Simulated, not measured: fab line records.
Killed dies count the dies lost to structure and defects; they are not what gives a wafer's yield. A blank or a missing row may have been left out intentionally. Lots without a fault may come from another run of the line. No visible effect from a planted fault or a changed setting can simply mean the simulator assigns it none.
Comparing a struck lot with a sound one + flow nand-harc + 14 steps out of a route of 1302
Sound: the wafers L460.1, L460.3, L460.5. Struck: wafers L467.1, L467.5, L467.6. The cause comes at the end.
At each step with rows: each side's tool, then ch and its chambers, then its first start. Under that, the readings that differ: sound wafers + struck wafers + difference of the means + sigmas: that difference in standard deviations of wafers without a fault.
alike: words and numbers the same on both sides, and readings whose means are apart by under 2 such deviations; not compared: readings that were withheld, readings missing a value for some wafer, numbers with overlapping values and no deviation given by the record, and bounds like >300 which may hide the same value.
Wherever a step has rows on one side only, a row that says differs or no value, or a row with sigmas, the two part there. When numbers do not overlap yet have no deviation, they are printed without sigmas and do not part them. A reading that every wafer of one side lacks parts them only if that side has two wafers or more.

first, 2 steps without rows for these wafers: NHARC_A_STAIRCASE_ETCH_15 (etches the open film in C4F8/O2, target depth 100 nm, time 40.5 s); NHARC_A_STAIRCASE_TRIM_16 (chemistry O2, time 211.2 s).
NHARC_A_STAIRCASE_ETCH_17: etches the open film in C4F8/O2, target depth 100 nm, time 40.5 s.
  sound on rie-diel-04 ch 0,1; struck on rie-diel-04 ch 0,1,3
| reading               | sound             | struck            | difference | sigmas |
|-----------------------|-------------------|-------------------|------------|--------|
| oes-product-au (a.u.) | 0.923 0.913 0.923 | 0.949 0.957 0.942 | +0.030     | +3     |
  alike: rf-vpp-V
  not compared: rf-hours-counter-h
NHARC_A_STAIRCASE_TRIM_18: chemistry O2, time 211.2 s.
  sound on rie-diel-04 ch 0,1; struck on rie-diel-04 ch 0,1,3
  alike: drypump-motor-current-A, oes-product-au, rf-vpp-V, showerhead-plenum-p-Torr, throttle-valve-pct
  not compared: rf-hours-counter-h
then, 1 step without rows for these wafers: NHARC_A_STAIRCASE_ETCH_19 (etches the open film in C4F8/O2, target depth 100 nm, time 40.5 s).
NHARC_A_STAIRCASE_TRIM_20: chemistry O2, time 211.2 s.
  sound on rie-diel-04 ch 0, day 16 14:57; struck on rie-diel-04 ch 0,1, day 20 06:47
  alike: drypump-motor-current-A, oes-product-au, rf-vpp-V, showerhead-plenum-p-Torr, throttle-valve-pct
  not compared: rf-hours-counter-h
NHARC_A_STAIRCASE_ETCH_21: etches the open film in C4F8/O2, target depth 100 nm, time 40.5 s.
  sound on rie-diel-04 ch 1, day 16 15:31; struck on rie-diel-04 ch 1,2
  alike: oes-product-au, rf-vpp-V
  not compared: rf-hours-counter-h
then, 2 steps without rows for these wafers: NHARC_A_STAIRCASE_TRIM_22 (chemistry O2, time 211.2 s); NHARC_A_STAIRCASE_ETCH_23 (etches the open film in C4F8/O2, target depth 100 nm, time 40.5 s).
NHARC_A_STAIRCASE_TRIM_24: chemistry O2, time 211.2 s.
  sound on rie-diel-04 ch 0,1; struck on rie-diel-04 ch 0,1,3
  alike: drypump-motor-current-A, oes-product-au, rf-vpp-V, showerhead-plenum-p-Torr, throttle-valve-pct
  not compared: rf-hours-counter-h
then, 1 step without rows for these wafers: NHARC_A_STAIRCASE_ETCH_25 (etches the open film in C4F8/O2, target depth 100 nm, time 40.5 s).
NHARC_A_STAIRCASE_TRIM_26: chemistry O2, time 211.2 s.
  sound on rie-diel-04 ch 1, day 16 16:19; struck on rie-diel-04 ch 0,2,3, day 20 08:25
| reading                     | sound                | struck               | difference | sigmas |
|-----------------------------|----------------------|----------------------|------------|--------|
| drypump-motor-current-A (A) | 4.8 4.8 4.8          | 6.0 6.1 6.4          | +1.4       | +3     |
| oes-product-au (a.u.)       | 0.996 0.997 0.980    | 0.813 0.797 0.807    | -0.185     | -17    |
| throttle-valve-pct (%)      | 17.046 17.044 17.046 | 17.035 17.011 17.035 | -0.018     | -2     |
  alike: rf-vpp-V, showerhead-plenum-p-Torr
  not compared: rf-hours-counter-h
then, 1 step without rows for these wafers: NHARC_A_STAIRCASE_ETCH_27 (etches the open film in C4F8/O2, target depth 100 nm, time 40.5 s).
-- record jumps: 10 days between struck wafers' starts before vs after; left off in module A_STAIRCASE, resumes in module END, first step shown is number 1302 of the route --
NHARC_END_SORT_01:
  here the record holds rows for the struck wafers (prober-01 ch 0, day 29 20:29) but none for the sound ones

## WHERE THEY PART
At NHARC_A_STAIRCASE_ETCH_17 first; at NHARC_END_SORT_01 last (within this record only).

WHY: what the simulator had put in
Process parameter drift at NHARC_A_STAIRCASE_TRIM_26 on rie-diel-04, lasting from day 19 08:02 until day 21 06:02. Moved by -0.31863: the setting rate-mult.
